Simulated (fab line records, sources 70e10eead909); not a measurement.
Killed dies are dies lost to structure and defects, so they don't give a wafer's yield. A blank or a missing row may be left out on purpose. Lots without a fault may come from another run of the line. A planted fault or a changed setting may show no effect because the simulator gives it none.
Which tool did it? | flow nand_harc | 24 lots, 72 wafers sampled, at 6 steps of a route of 1302

WHAT THE GAUGES READ, wafer by wafer
The record holds no reading of a measuring or inspecting step that can be judged against a usual standard deviation.

WHICH TOOL RAN EACH LOT (tool, then ch and the chambers of the sampled wafers, then the start)
lot  | NHARC_A_CONTACT_ETCH_137             | NHARC_A_BLC_ETCH_18                           | NHARC_A_BLC_CVD_24                       | NHARC_A_M0_ANNEAL_30             | NHARC_A_M1_ETCH_15               | NHARC_A_M1_PVD_20
L075 | har_cap_etch-02 ch 0,1, day 22 06:16 | rie_diel-13 ch 0,2, day 22 16:33 or earlier   | cvd_w-02 ch 0,1, day 22 16:33 or earlier | rtp_anneal-01 ch 0, day 22 16:33 | rie_diel-03 ch 0,1,3, no start   | pvd_sputter-01, no start
L074 | har_cap_etch-01 ch 0,1, day 22 22:25 | rie_diel-13 ch 1,2,3, day 23 08:29 or earlier | cvd_w-01 ch 0,1, day 23 08:29 or earlier | rtp_anneal-02 ch 0, day 23 08:29 | rie_diel-08 ch 0,3, no start     | pvd_sputter-02, no start
L077 | har_cap_etch-02 ch 0,1, day 23 08:52 | rie_diel-06 ch 0,2,3, day 23 19:01 or earlier | cvd_w-01 ch 0,1, day 23 19:01 or earlier | rtp_anneal-02 ch 0, day 23 19:01 | rie_diel-01 ch 1,2,3, no start   | pvd_sputter-02, no start
L078 | har_cap_etch-02 ch 0,1, day 23 15:16 | rie_diel-13 ch 1,2, day 24 02:00 or earlier   | cvd_w-02 ch 0,1, day 24 02:00 or earlier | rtp_anneal-01 ch 0, day 24 02:00 | rie_diel-01 ch 0,3, no start     | pvd_sputter-01, no start
L079 | har_cap_etch-03 ch 0,1, day 23 15:53 | rie_diel-06 ch 1,2,3, day 24 02:05 or earlier | cvd_w-02 ch 0,1, day 24 02:05 or earlier | rtp_anneal-02 ch 0, day 24 02:05 | rie_diel-03 ch 0,2, no start     | pvd_sputter-02, no start
L076 | har_cap_etch-02 ch 0,1, day 23 20:14 | rie_diel-06 ch 0,2,3, day 24 06:51 or earlier | cvd_w-02 ch 0,1, day 24 06:51 or earlier | rtp_anneal-02 ch 0, day 24 06:51 | rie_diel-08 ch 0,1,3, no start   | pvd_sputter-01, no start
L080 | har_cap_etch-02 ch 0,1, day 24 13:00 | rie_diel-06 ch 1,2,3, day 24 23:35 or earlier | cvd_w-02 ch 0,1, day 24 23:35 or earlier | rtp_anneal-02 ch 0, day 24 23:35 | rie_diel-01 ch 1,2,3, no start   | pvd_sputter-03, no start
L082 | har_cap_etch-02 ch 0,1, day 25 19:22 | rie_diel-13 ch 0,2,3, day 26 05:41 or earlier | cvd_w-01 ch 0,1, day 26 05:41 or earlier | rtp_anneal-01 ch 0, day 26 05:41 | rie_diel-03 ch 0,2,3, no start   | pvd_sputter-01, no start
L081 | har_cap_etch-01 ch 0,1, day 25 23:13 | rie_diel-06 ch 0,2, day 26 09:28 or earlier   | cvd_w-02 ch 0,1, day 26 09:28 or earlier | rtp_anneal-02 ch 0, day 26 09:28 | rie_diel-08 ch 0,1,3, no start   | pvd_sputter-01, no start
L083 | har_cap_etch-03 ch 0,1, day 26 08:19 | rie_diel-06 ch 2,3, day 26 18:29 or earlier   | cvd_w-02 ch 0,1, day 26 18:29 or earlier | rtp_anneal-02 ch 0, day 26 18:29 | rie_diel-08 ch 2,3, no start     | pvd_sputter-03, no start
L084 | har_cap_etch-01 ch 0,1, day 27 09:59 | rie_diel-06 ch 0,2,3, day 27 20:12 or earlier | cvd_w-01 ch 0,1, day 27 20:12 or earlier | rtp_anneal-01 ch 0, day 27 20:12 | rie_diel-08 ch 1,2, no start     | pvd_sputter-01, no start
L086 | har_cap_etch-02 ch 0,1, day 27 11:19 | rie_diel-06 ch 1,2, day 27 22:56 or earlier   | cvd_w-01 ch 0,1, day 27 22:56 or earlier | rtp_anneal-01 ch 0, day 27 22:56 | rie_diel-01 ch 1,2, no start     | pvd_sputter-02, no start
L085 | har_cap_etch-03 ch 1, day 27 15:23   | rie_diel-13 ch 0,2,3, day 28 01:40 or earlier | cvd_w-02 ch 1, day 28 01:40 or earlier   | rtp_anneal-01 ch 0, day 28 01:40 | rie_diel-01 ch 0,3, no start     | pvd_sputter-02, no start
L087 | har_cap_etch-03 ch 0,1, day 27 17:21 | rie_diel-13 ch 1,3, day 28 03:34 or earlier   | cvd_w-02 ch 0,1, day 28 03:34 or earlier | rtp_anneal-02 ch 0, day 28 03:34 | rie_diel-01 ch 0,2,3, no start   | pvd_sputter-03, no start
L088 | har_cap_etch-01 ch 0,1, day 27 22:47 | rie_diel-06 ch 1,3, day 28 09:40 or earlier   | cvd_w-01 ch 0,1, day 28 09:40 or earlier | rtp_anneal-02 ch 0, day 28 09:40 | rie_diel-08 ch 0,1,2, no start   | pvd_sputter-02, no start
L089 | har_cap_etch-02 ch 0,1, day 28 00:28 | rie_diel-06 ch 0,1,3, day 28 10:49 or earlier | cvd_w-01 ch 0,1, day 28 10:49 or earlier | rtp_anneal-01 ch 0, day 28 10:49 | rie_diel-08 ch 0,1,2, no start   | pvd_sputter-01, no start
L091 | har_cap_etch-03 ch 0,1, day 29 15:17 | rie_diel-13 ch 1,2,3, day 30 01:19 or earlier | cvd_w-02 ch 0,1, day 30 01:19 or earlier | rtp_anneal-02 ch 0, day 30 01:19 | rie_diel-01 ch 1,2, no start     | pvd_sputter-01, no start
L090 | har_cap_etch-02 ch 0,1, day 29 19:23 | rie_diel-02 ch 0,2,3, day 30 05:50 or earlier | cvd_w-01 ch 0,1, day 30 05:50 or earlier | rtp_anneal-02 ch 0, day 30 05:50 | rie_diel-08 ch 0,1,3, no start   | pvd_sputter-01, no start
L092 | har_cap_etch-03 ch 0, day 29 21:37   | rie_diel-06 ch 0,1,3, day 30 07:49 or earlier | cvd_w-01 ch 0,1, day 30 07:49 or earlier | rtp_anneal-02 ch 0, day 30 07:49 | rie_diel-01 ch 0,1,3, no start   | pvd_sputter-02, no start
L093 | har_cap_etch-03 ch 0,1, day 30 13:50 | rie_diel-13 ch 1,2, day 31 00:11 or earlier   | cvd_w-01 ch 0,1, day 31 00:11 or earlier | rtp_anneal-02 ch 0, day 31 00:11 | rie_diel-01 ch 0,3, no start     | pvd_sputter-03, no start
L095 | har_cap_etch-02 ch 0,1, day 30 19:37 | rie_diel-06 ch 0,2,3, day 31 06:12 or earlier | cvd_w-02 ch 0,1, day 31 06:12 or earlier | rtp_anneal-02 ch 0, day 31 06:12 | rie_diel-01 ch 0,2, day 31 08:49 | pvd_sputter-01, no start
L094 | har_cap_etch-03 ch 0,1, day 30 21:12 | rie_diel-06 ch 1,2,3, day 31 07:21 or earlier | cvd_w-02 ch 0,1, day 31 07:21 or earlier | rtp_anneal-01 ch 0, day 31 07:21 | rie_diel-03 ch 1,2, no start     | pvd_sputter-03, no start
L096 | har_cap_etch-03 ch 0,1, day 31 08:05 | rie_diel-13 ch 0,1,3, day 31 18:35 or earlier | cvd_w-02 ch 0,1, day 31 18:35 or earlier | rtp_anneal-01 ch 0, day 31 18:35 | rie_diel-03 ch 0,1,2, no start   | pvd_sputter-03, no start
L097 | har_cap_etch-02 ch 0,1, day 32 03:08 | rie_diel-13 ch 0,1,3, day 32 13:15 or earlier | cvd_w-02 ch 0,1, day 32 13:15 or earlier | rtp_anneal-02 ch 0, day 32 13:15 | rie_diel-08 ch 1,2, no start     | pvd_sputter-02, no start
- NHARC_A_CONTACT_ETCH_137: etches the open film in C4F8/O2/Ar, time 311 s, target depth 1912 nm.
- NHARC_A_BLC_ETCH_18: etches the open film in C4F8/O2/Ar, target depth 910 nm.
- NHARC_A_BLC_CVD_24: deposits W, target thk 150 nm, time 434 s.
- NHARC_A_M0_ANNEAL_30: time 90 s.
- NHARC_A_M1_ETCH_15: etches the open film in C4F8/Ar, target depth 182.5 nm, time 91.2 s.
- NHARC_A_M1_PVD_20: deposits TaN, target thk 5 nm, time 8.06 s.

WHAT THE TOOLS THEMSELVES READ (means of the sampled wafers that have a number; where no wafer has one, the mark that the record gives instead)
NHARC_A_BLC_ETCH_18.
lot  | tool        | oes_product_au (a.u.) | rf_vpp_V (V)
L075 | rie_diel-13 | 0.930                 | 976.4
L074 | rie_diel-13 | 0.965                 | 976.8
L077 | rie_diel-06 | 0.962                 | 975.8
L078 | rie_diel-13 | 0.984                 | 975.9
L079 | rie_diel-06 | 0.947                 | 975.4
L076 | rie_diel-06 | 0.962                 | 976.0
L080 | rie_diel-06 | 0.932                 | 976.2
L082 | rie_diel-13 | 0.962                 | 976.0
L081 | rie_diel-06 | 0.963                 | 977.3
L083 | rie_diel-06 | 0.972                 | 975.3
L084 | rie_diel-06 | 0.926                 | 975.8
L086 | rie_diel-06 | 0.930                 | 974.4
L085 | rie_diel-13 | 0.921                 | 976.1
L087 | rie_diel-13 | 0.920                 | 973.4
L088 | rie_diel-06 | 0.946                 | 975.0
L089 | rie_diel-06 | 0.928                 | 975.4
L091 | rie_diel-13 | 0.965                 | 976.6
L090 | rie_diel-02 | 0.927                 | 972.3
L092 | rie_diel-06 | 0.961                 | 974.6
L093 | rie_diel-13 | 0.974                 | 978.4
L095 | rie_diel-06 | 0.924                 | 976.0
L094 | rie_diel-06 | 0.972                 | 975.3
L096 | rie_diel-13 | 0.927                 | 974.7
L097 | rie_diel-13 | 0.952                 | 973.8

NHARC_A_BLC_CVD_24.
lot  | tool     | chamber_pressure_Torr (Torr) | heater_power_w (W) | mfc_ar_sccm (sccm) | throttle_valve_pct (%)
L075 | cvd_w-02 | 40.01                        | 484                | 1560               | 8.32
L074 | cvd_w-01 | 39.94                        | 484                | 1564               | 8.07
L077 | cvd_w-01 | 40.03                        | 484                | 1555               | 8.13
L078 | cvd_w-02 | 40.06                        | 492                | 1560               | 8.36
L079 | cvd_w-02 | 39.99                        | 480                | 1554               | 8.40
L076 | cvd_w-02 | 39.96                        | 481                | 1562               | 8.35
L080 | cvd_w-02 | 39.96                        | 475                | 1559               | 8.42
L082 | cvd_w-01 | 40.06                        | 472                | 1561               | 8.02
L081 | cvd_w-02 | 40.04                        | 491                | 1562               | 8.36
L083 | cvd_w-02 | 40.01                        | 497                | 1562               | 8.34
L084 | cvd_w-01 | 40.10                        | 472                | 1561               | 8.03
L086 | cvd_w-01 | 39.99                        | 463                | 1555               | 8.11
L085 | cvd_w-02 | 40.03                        | 474                | 1553               | 8.29
L087 | cvd_w-02 | 39.95                        | 469                | 1563               | 8.35
L088 | cvd_w-01 | 40.00                        | 478                | 1562               | 8.07
L089 | cvd_w-01 | 39.96                        | 470                | 1560               | 8.09
L091 | cvd_w-02 | 39.95                        | 476                | 1556               | 8.35
L090 | cvd_w-01 | 40.02                        | 487                | 1560               | 8.07
L092 | cvd_w-01 | 40.02                        | 484                | 1556               | 8.07
L093 | cvd_w-01 | 40.00                        | 465                | 1558               | 7.98
L095 | cvd_w-02 | 40.00                        | 479                | 1556               | 8.48
L094 | cvd_w-02 | 40.08                        | 480                | 1561               | 8.37
L096 | cvd_w-02 | 40.02                        | 468                | 1558               | 8.33
L097 | cvd_w-02 | 39.97                        | 476                | 1563               | 8.28

NHARC_A_M0_ANNEAL_30.
lot  | tool          | anneal_temp_c_max | wafer_temp_C_max
L075 | rtp_anneal-01 | 225.69            | 225.60
L074 | rtp_anneal-02 | 225.75            | 226.05
L077 | rtp_anneal-02 | 225.78            | 225.90
L078 | rtp_anneal-01 | 225.72            | 225.82
L079 | rtp_anneal-02 | 225.62            | 225.60
L076 | rtp_anneal-02 | 225.66            | 225.78
L080 | rtp_anneal-02 | 225.84            | 225.73
L082 | rtp_anneal-01 | 225.44            | 225.76
L081 | rtp_anneal-02 | 225.99            | 225.62
L083 | rtp_anneal-02 | 225.74            | 225.77
L084 | rtp_anneal-01 | 225.58            | 225.52
L086 | rtp_anneal-01 | 225.57            | 225.66
L085 | rtp_anneal-01 | 225.23            | 225.60
L087 | rtp_anneal-02 | 225.61            | 226.13
L088 | rtp_anneal-02 | 225.83            | 225.75
L089 | rtp_anneal-01 | 225.70            | 225.81
L091 | rtp_anneal-02 | 225.94            | 225.81
L090 | rtp_anneal-02 | 225.87            | 225.68
L092 | rtp_anneal-02 | 225.74            | 225.81
L093 | rtp_anneal-02 | 226.00            | 225.78
L095 | rtp_anneal-02 | 225.54            | 225.89
L094 | rtp_anneal-01 | 225.69            | 225.87
L096 | rtp_anneal-01 | 225.62            | 225.53
L097 | rtp_anneal-02 | 225.62            | 225.90

NHARC_A_M1_ETCH_15.
lot  | tool        | oes_product_au (a.u.) | rf_vpp_V (V)
L075 | rie_diel-03 | 0.948                 | 441
L074 | rie_diel-08 | 0.930                 | 441
L077 | rie_diel-01 | 0.971                 | 444
L078 | rie_diel-01 | 0.974                 | 443
L079 | rie_diel-03 | 0.961                 | 442
L076 | rie_diel-08 | 0.975                 | 440
L080 | rie_diel-01 | 0.967                 | 443
L082 | rie_diel-03 | 0.955                 | 442
L081 | rie_diel-08 | 0.922                 | 438
L083 | rie_diel-08 | 0.962                 | 436
L084 | rie_diel-08 | 0.925                 | 436
L086 | rie_diel-01 | 0.970                 | 444
L085 | rie_diel-01 | 0.953                 | 440
L087 | rie_diel-01 | 0.966                 | 442
L088 | rie_diel-08 | 0.919                 | 439
L089 | rie_diel-08 | 0.966                 | 438
L091 | rie_diel-01 | 0.968                 | 444
L090 | rie_diel-08 | 0.927                 | 438
L092 | rie_diel-01 | 0.955                 | 442
L093 | rie_diel-01 | 0.959                 | 442
L095 | rie_diel-01 | 0.949                 | 443
L094 | rie_diel-03 | 0.975                 | 440
L096 | rie_diel-03 | 0.970                 | 440
L097 | rie_diel-08 | 0.968                 | 437

NHARC_A_M1_PVD_20.
lot  | tool           | substrate_temp_c (C) | throttle_valve_pct (%)
L075 | pvd_sputter-01 | 50.01                | 28.9
L074 | pvd_sputter-02 | 49.93                | 31.3
L077 | pvd_sputter-02 | 49.97                | 30.6
L078 | pvd_sputter-01 | 49.98                | 29.2
L079 | pvd_sputter-02 | 50.07                | 30.6
L076 | pvd_sputter-01 | 49.84                | 29.3
L080 | pvd_sputter-03 | 50.03                | 30.5
L082 | pvd_sputter-01 | 49.97                | 29.2
L081 | pvd_sputter-01 | 50.04                | 29.8
L083 | pvd_sputter-03 | 49.92                | 29.5
L084 | pvd_sputter-01 | 49.89                | 29.9
L086 | pvd_sputter-02 | 49.89                | 30.6
L085 | pvd_sputter-02 | 50.07                | 30.6
L087 | pvd_sputter-03 | 50.11                | 29.9
L088 | pvd_sputter-02 | 50.01                | 31.1
L089 | pvd_sputter-01 | 50.07                | 30.3
L091 | pvd_sputter-01 | 50.07                | 29.1
L090 | pvd_sputter-01 | 50.01                | 29.2
L092 | pvd_sputter-02 | 50.10                | 31.4
L093 | pvd_sputter-03 | 50.16                | 30.5
L095 | pvd_sputter-01 | 49.98                | 28.9
L094 | pvd_sputter-03 | 50.04                | 29.9
L096 | pvd_sputter-03 | 50.10                | 29.6
L097 | pvd_sputter-02 | 49.99                | 30.1

THE ANSWER, worked out from the rows above alone
Rule: what is usual is taken from the lots themselves. Put in order of their means at a reading, lots are off if they are a third of the lots or fewer, leave a main group of 4 or more, and stand apart from it by a gap of 3 or more times the standard deviation of the main group's means; of several such gaps the widest counts. A main group whose means are all the same, to the digits that the tables above print for the reading, isn't used. A lot without any number at a reading at which 4 lots or more have one is off too. The other lots that the step has rows for count as sound. The gauges are gone through in route order, then the tools' own readings, and for those a lot's mean is taken as printed above. The first step at which some lot is off is used, and at that step the reading that is off furthest; a lot without a number counts as furthest.
No lot is off at any reading shown: from this, nothing can be told.

WHAT THE SIMULATOR HAD PUT IN
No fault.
